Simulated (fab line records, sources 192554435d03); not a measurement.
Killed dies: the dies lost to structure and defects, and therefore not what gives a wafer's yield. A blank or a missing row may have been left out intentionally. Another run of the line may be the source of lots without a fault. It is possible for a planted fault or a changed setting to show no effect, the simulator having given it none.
fab line records    flow n5Finfet
record: lots: 5  wafers: 15  lastDay: 17
route steps=1938 shown SD_EPI_N@280 BEOL_M4@1111 PASSIVATION@1936
lots untouched by any fault: they come from a run of this same line in which no faults occurred
startH: start of the lot's first displayed wafer, in hours after the record's first day    waitH: hours from the lot's prior step to this one    " the same as in the row above    L1.1+2: a row that stands for several wafers    - either no value or no given start    * or withheld: withheld    < > ~ a bound
route shown NAME@n: a module of which the file shows steps, and the number in the route of the first    usual: mean/standard deviation taken from wafers without a fault    same: alike in all rows    chamber/n: place in a boat    sites: each site's reading    _std_site: their standard deviation    _edge_site: the outer-site mean with the inner-site mean subtracted    radiusMm: how far each site lies from the wafer's centre    mask NAME#n: copy n    behind: the last tool/chamber to shape the wafer    hold: why the lot was held/for how many hours/how that ended    device: the n, p or np transistor that did not switch    end of line: the same wafers' tests at the end of the route    a step without rows: its recipe alone    killed: not the wafer's yield, but the dies lost to structure and defects at the first sort    map: a wafer's dies, x killed, . not, _ none there
set.NAME: the setting that was run; set.NAME@STEP: the one run at that earlier step    model.NAME: the simulator's own value behind a step, which no gauge read
lots at some steps of the route; a table a step, a row a wafer
services: when a tool's chamber went out of use (startH, in hours from the record's first day, below 0 if earlier), for how many hours, and the reason
== steps ==
step: N5_SD_EPI_N_STRIP_47
recipe: chemistry: CHF3/O2  resist: SiARC  rfFrequencyHz: 6e+07
step: N5_SD_EPI_N_SD_RECESS_17
recipe: chemistry: HBr/Cl2/O2  targetDepthA: 410  maskMaterial: SOC  timeS: 23.7  btTimeS: 3  pressureMtorr: 10  icpW: 800  biasW: 112  HBr_flow_sccm: 150  Cl2_flow_sccm: 80  O2_flow_sccm: 12
usual: drypumpMotorCurrentA: 5.6/0.53  heBacksideLeakSccm: 2.8/0.35  oesProductAu: 0.997/0.018  throttleValvePct: 37.3/0.34
lot.wafer  tool      chamber  startH  waitH  drypumpMotorCurrentA  heBacksideLeakSccm  oesProductAu  rfHoursCounterH  throttleValvePct
L122.1     rieSi-03  3        81.94   0.0    6.6                   2.5                 0.987         25               37.4
L122.4     "         0        "       "      5.1                   2.9                 1.015         81               37.3
L122.5     "         2        "       "      5.6                   2.3                 1.015         -                37.2
L127.1     rieSi-06  1        109.09  0.0    5.8                   3.0                 0.987         69               37.3
L127.5     "         3        "       "      5.5                   2.9                 1.011         -                36.8
L127.6     "         2        "       "      5.2                   3.0                 1.009         -                37.3
L129.3     rieSi-01  3        125.89  0.0    6.0                   2.6                 0.981         5                37.4
L129.4     "         0        "       "      5.8                   2.7                 0.997         87               37.1
L129.5     "         2        "       "      5.3                   3.3                 1.015         -                36.8
L135.1     rieSi-01  0        163.47  0.0    5.8                   2.7                 1.001         87               37.1
L135.3     "         2        "       "      5.2                   3.2                 1.021         4                36.8
L135.5     "         3        "       "      6.0                   2.7                 0.977         -                37.4
L140.1     rieSi-01  3        187.60  0.0    6.0                   2.7                 0.983         6                37.4
L140.2     "         2        "       "      5.3                   3.0                 1.016         4                36.8
L140.4     "         1        "       "      6.7                   2.6                 1.000         104              37.0
step: N5_SD_EPI_N_STRIP_38
recipe: chemistry: N2/H2  powerW: 1000  tempC: 250  h2Frac: 0.65  overashFraction: 0.3  pressureMtorr: withheld  n2FlowSccm: 1750  h2FlowSccm: 3250
usual: drypumpMotorCurrentA: 5.8/0.85  h2FlowSccm: 3251/10  heaterPowerW: 324/13  oesProductAu: 0.762/0.012
lot.wafer  tool            chamber  startH  waitH  drypumpMotorCurrentA  h2FlowSccm  heaterPowerW  oesProductAu  rfHoursCounterH
L122.1     plasmaAsher-02  1        82.04   0.1    4.8                   3240        301           0.767         40
L122.4     "               1        "       "      4.8                   3254        308           0.769         -
L122.5     "               0        "       "      6.7                   3252        326           0.752         -
L127.1     plasmaAsher-01  0        109.19  0.1    5.4                   3238        339           0.746         89
L127.5     "               0        "       "      5.4                   3250        334           0.756         -
L127.6     "               1        "       "      6.5                   3263        319           0.741         -
L129.3     plasmaAsher-02  0        126.00  0.1    6.7                   3257        327           0.763         -
L129.4     "               1        "       "      4.8                   3262        313           0.761         -
L129.5     "               0        "       "      6.7                   3251        331           0.747         -
L135.1     plasmaAsher-01  1        163.57  0.1    6.6                   3252        323           0.747         99
L135.3     "               0        "       "      5.4                   3259        341           0.760         -
L135.5     "               1        "       "      6.5                   3259        325           0.742         -
L140.1     plasmaAsher-01  1        187.69  0.1    6.6                   3246        335           0.761         103
L140.2     "               0        "       "      5.4                   3247        338           0.749         103
L140.4     "               1        "       "      6.6                   3244        331           0.761         -
step: N5_SD_EPI_N_WET_ETCH_43
recipe: chemistry: dHF  dilution: withheld  timeS: 14  target: SiO2  targetDepthA: 15  tempC: 25
step: N5_SD_EPI_N_STRIP_18
recipe: chemistry: SPM  timeS: 750  tempC: 130  h2so4H2o2VolRatio: 4
step: N5_SD_EPI_N_SRD_20
recipe: dry: ipaMarangoni  doPpb: 5  timeS: 30  tempC: 23  rinseLiquid: diw
step: N5_SD_EPI_N_PRECLEAN_48
recipe: chemistry: NF3:NH3  afsCycles: 2  tempC: 30  timeS: 20  sublimationTempC: 180  sublimationTimeS: 60  pressureTorr: 3  rfPowerW: 30
step: N5_SD_EPI_N_VAPOR_ETCH_50
recipe: chemistry: HCl  target: Si  tempC: 775  timeS: 54  pressureTorr: 20  mode: isotropic
usual: lampInnerPct: 21.8/1.1  susceptorTempC: 775.0/0.36  throttleValvePct: 11.8/0.62
lot.wafer  tool         chamber  startH  waitH  lampInnerPct  susceptorTempC  throttleValvePct
L122.1     epiRpcvd-01  0        82.75   0.3    21.7          775.2           11.6
L122.4     "            0        "       "      21.7          775.2           11.8
L122.5     "            0        "       "      21.5          774.9           11.4
L127.1     epiRpcvd-04  0        109.90  0.3    20.9          775.1           12.5
L127.5     "            0        "       "      20.9          775.3           12.2
L127.6     "            0        "       "      20.8          774.9           12.5
L129.3     epiRpcvd-01  0        126.75  0.2    21.5          775.6           11.4
L129.4     "            0        "       "      21.6          774.7           11.6
L129.5     "            0        "       "      21.4          775.1           11.6
L135.1     epiRpcvd-02  0        164.42  0.4    23.4          774.9           11.4
L135.3     "            0        "       "      23.3          775.3           11.2
L135.5     "            0        "       "      23.5          775.4           11.2
L140.1     epiRpcvd-04  0        188.52  0.4    20.7          775.2           12.5
L140.2     "            0        "       "      20.9          774.9           12.3
L140.4     "            0        "       "      20.8          775.5           12.7
step: N5_SD_EPI_N_EPI_21
recipe: material: Si:P  dopant: P  tempC: 680  pressureTorr: 255  timeS: 690
step: N5_SD_EPI_N_EPI_MEAS_23
recipe: mode: xrd
usual: thkNm: 58.8/1.3
lot.wafer  tool          chamber  startH  waitH  thkNm
L122.1     filmMetro-02  -        84.64   1.4    59.5
L122.4     "             -        "       "      57.7
L122.5     "             -        "       "      57.0
L127.1     filmMetro-01  -        111.82  1.5    58.7
L127.5     "             -        "       "      58.6
L127.6     "             -        "       "      58.0
L129.3     filmMetro-01  -        128.60  0.9    59.5
L129.4     "             -        "       "      58.8
L129.5     "             -        "       "      60.3
L135.1     filmMetro-02  -        166.94  1.9    59.3
L135.3     "             -        "       "      57.2
L135.5     "             -        "       "      59.1
L140.1     filmMetro-02  -        191.04  1.9    59.5
L140.2     "             -        "       "      58.0
L140.4     "             -        "       "      60.6
step: N5_SD_EPI_N_PRECLEAN_24
recipe: chemistry: O3/DIW  timeS: 60  tempC: 22  o3Ppm: 10
step: N5_SD_EPI_N_SRD_25
recipe: timeS: 30  tempC: 23  rinseLiquid: diw  dry: ipaMarangoni
step: N5_SD_EPI_N_PRECLEAN_49
recipe: chemistry: NF3:NH3  afsCycles: 1  tempC: 30  timeS: 20  sublimationTempC: 180  sublimationTimeS: 60  pressureTorr: 3  rfPowerW: 30
usual: rfPowerW: 30.01/0.1  timeS: 20/0
lot.wafer  tool             chamber  startH  waitH  rfPowerW  timeS
L122.1     remotePlasma-01  0        84.75   0.0    29.95     20
L122.4     "                0        "       "      30.01     20
L122.5     "                0        "       "      29.92     20
L127.1     remotePlasma-02  0        111.92  0.0    30.14     15.899
L127.5     "                0        "       "      30.32     15.899
L127.6     "                0        "       "      30.22     20
L129.3     remotePlasma-01  1        128.82  0.2    30.13     20
L129.4     "                1        "       "      29.93     20
L129.5     "                1        "       "      29.97     20
L135.1     remotePlasma-01  1        167.04  0.0    30.16     20
L135.3     "                1        "       "      30.04     20
L135.5     "                1        "       "      29.93     20
L140.1     remotePlasma-02  0        191.14  0.0    29.96     20
L140.2     "                0        "       "      30.01     20
L140.4     "                0        "       "      29.92     20
step: N5_SD_EPI_N_LINER_46
recipe: material: SiNx  targetThkA: 30  tempC: 400  aldPrecursorFamily: SiH2I2  aldCoReactant: N2/H2-plasma  pressureTorr: 2
usual: heaterPowerW: 876/77  susceptorTempC: 399.99/0.23
lot.wafer  tool       chamber  startH  waitH  heaterPowerW  susceptorTempC
L122.1     aldSin-04  3        84.95   0.2    940           399.66
L122.4     "          0        "       "      1051          399.86
L122.5     "          3        "       "      955           399.41
L127.1     aldSin-03  0        112.12  0.2    868           400.30
L127.5     "          0        "       "      850           400.37
L127.6     "          1        "       "      833           399.73
L129.3     aldSin-02  0        129.08  0.2    857           399.61
L129.4     "          2        "       "      906           399.68
L129.5     "          1        "       "      775           400.05
L135.1     aldSin-02  0        167.24  0.2    856           400.15
L135.3     "          1        "       "      760           400.05
L135.5     "          3        "       "      848           400.01
L140.1     aldSin-04  1        191.34  0.2    863           399.75
L140.2     "          3        "       "      923           399.94
L140.4     "          2        "       "      857           400.18
step: N5_BEOL_M4_RC_MEAS_101
usual: DIBL_N: 36.1/2  DIBL_P: 36.3/2.4  IOFF_N: 0.15/0.035  IOFF_P: 0.21/0.039  ION_N: 672/15  ION_P: 463/9.7  SS_N: 71.5/0.7  SS_P: 73.2/0.75  VT_N: 251/3.6  VT_P: -250/3.8
lot.wafer  tool       chamber  startH  waitH  DIBL_N[mV/V]  DIBL_P[mV/V]  IOFF_N[nA/um]  IOFF_P[nA/um]  ION_N[uA/um]  ION_P[uA/um]  SS_N[mV/dec]  SS_P[mV/dec]  VT_N[mV]  VT_P[mV]
L122.1     prober-02  0        195.35  0.0    35.2          36.9          0.16           0.24           674           472           71.2          73.0          247       -245
L122.4     "          0        "       "      36.0          36.6          0.16           0.23           685           475           71.6          72.9          250       -248
L122.5     "          0        "       "      34.9          35.3          0.13           0.20           667           463           71.5          72.3          252       -247
L127.1     prober-01  0        221.28  0.0    37.0          37.9          0.14           0.19           662           449           71.8          73.5          252       -252
L127.5     "          0        "       "      37.1          36.8          0.15           0.18           660           443           72.5          73.1          253       -254
L127.6     "          0        "       "      38.5          40.0          0.20           0.22           683           458           72.6          74.4          249       -251
L129.3     prober-01  0        246.33  0.3    37.6          37.9          0.19           0.24           694           479           72.0          73.2          244       -249
L129.4     "          0        "       "      37.0          36.2          0.17           0.22           668           458           72.0          74.1          248       -248
L129.5     "          0        "       "      37.9          37.2          0.19           0.24           712           479           71.9          72.9          248       -249
L135.1     prober-02  0        284.39  0.0    36.1          35.6          0.13           0.18           652           458           71.1          73.5          256       -253
L135.3     "          0        "       "      39.0          39.6          0.20           0.26           683           470           71.3          74.1          247       -252
L135.5     "          0        "       "      38.8          40.2          0.18           0.25           683           464           72.2          74.4          250       -250
L140.1     prober-02  0        306.59  0.0    37.4          37.0          0.18           0.25           682           466           71.8          73.7          247       -246
L140.2     "          0        "       "      34.5          33.2          0.13           0.19           672           467           70.8          72.8          253       -248
L140.4     "          0        "       "      35.6          34.8          0.14           0.21           681           475           71.1          73.0          249       -248
step: N5_PASSIVATION_PROBE_49
usual: defectLimitedYield: 91.1/1.6  killed_at_M0_to_M3: 35/11  killed_at_M4_up: 13/5.4  killedAtContacts: 13/6.5  killedAtFrontEnd: 40/14  killedAtOther: 4/3.1  killedDies: 105/18  killedOpen: 69/14  killedShort: 34/7.3  sort_bin_5_function: 5.2/0.96  sort_bin_6_memory: 3.4/0.77  sortNPass: 1075/19  sortYieldPct: 91.1/1.6
same: grossDies: 1180  killedAtBackSide: 0  sort_bin_4_leakage[%]: 0  sort_bin_8_speed[%]: 0
lot.wafer  tool       chamber  startH  waitH  defectLimitedYield[%]  killed_at_M0_to_M3  killed_at_M4_up  killedAtContacts  killedAtFrontEnd  killedAtOther  killedDies  killedOpen  killedShort  sort_bin_5_function[%]  sort_bin_6_memory[%]  sortNPass  sortYieldPct[%]
L122.1     prober-02  -        308.45  0.0    92.5                   19                  20               13                34                2              88          67          19           4.8                     2.3                   1092       92.5
L122.4     prober-02  -        308.60  0.2    93.2                   19                  10               14                37                0              80          58          22           4.5                     2.2                   1100       93.2
L122.5     prober-02  -        308.65  0.2    93.4                   27                  11               7                 31                2              78          50          26           4.1                     2.5                   1102       93.4
killed by level:class
L122.1 MOL_CONTACT_COAG:geometricParticle:open=12 BEOL_M1:geometricParticle:open=9 BEOL_M4:geometricParticle:open=8 DUMMY_GATE:geometricParticle:open=7 STI_FIN_REVEAL:geometricParticle:open=6 FIN_SAQP:geometricParticle:open=4 FIN_SAQP:geometricParticle:short=4 BEOL_M0:geometricParticle:short=4
L122.4 MOL_CONTACT_COAG:geometricParticle:open=12 FIN_SAQP:geometricParticle:open=10 DUMMY_GATE:geometricParticle:open=8 BEOL_M1:geometricParticle:open=5 FIN_SAQP:geometricParticle:short=4 BEOL_M2:geometricParticle:open=4 BEOL_M2:geometricParticle:short=4 STARTING-WAFER:geometricParticle:open=4
L122.5 BEOL_M1:geometricParticle:open=8 DUMMY_GATE:geometricParticle:short=7 STARTING-WAFER:geometricParticle:open=7 DUMMY_GATE:geometricParticle:open=6 MOL_CONTACT_COAG:geometricParticle:open=5 BEOL_M0:geometricParticle:open=4 BEOL_M3:geometricParticle:open=4 BEOL_M0:geometricParticle:short=3
== services ==
tool         chamber  startH  hours  kind
aldSin-02    -        87.31   14.0   pm
aldSin-02    0        87.31   14.0   ventCycle
aldSin-02    1        87.31   14.0   ventCycle
aldSin-02    2        87.31   14.0   ventCycle
aldSin-02    3        87.31   14.0   ventCycle
aldSin-02    0        101.31  -      clean
aldSin-02    1        101.31  -      clean
aldSin-02    2        101.31  -      clean
aldSin-02    3        101.31  -      clean
rieSi-03     -        113.85  4.3    pm
epiRpcvd-02  -        138.81  0.6    repair
aldSin-03    -        141.99  6.1    pm
rieSi-01     0        151.42  4.4    repair
rieSi-06     0        154.82  14.8   repair
rieSi-03     0        160.94  1.2    repair
aldSin-03    1        165.87  3.7    repair
epiRpcvd-01  -        170.66  4.3    repair
aldSin-04    -        176.76  14.0   pm
aldSin-04    0        176.76  14.0   ventCycle
aldSin-04    1        176.76  14.0   ventCycle
aldSin-04    2        176.76  14.0   ventCycle
aldSin-04    3        176.76  14.0   ventCycle
aldSin-04    0        190.76  -      clean
aldSin-04    1        190.76  -      clean
== key ==
firstSign: step: N5_SD_EPI_N_PRECLEAN_49  reading: timeS  direction: down  sigmas: 99+  usual: *  struck: *
effect none on later readings
metAt N5_SD_EPI_N_PRECLEAN_49
struckWafers L127.1,L127.5
fault: kind: processParameterDrift  tool: remotePlasma-02  chamber: -  onsetH: 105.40  steps: N5_SD_EPI_N_PRECLEAN_49  channel: timeS  offset: *  shape: step  endH: 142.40  scope: struckWafersOnly  actsIn: *  stated: *
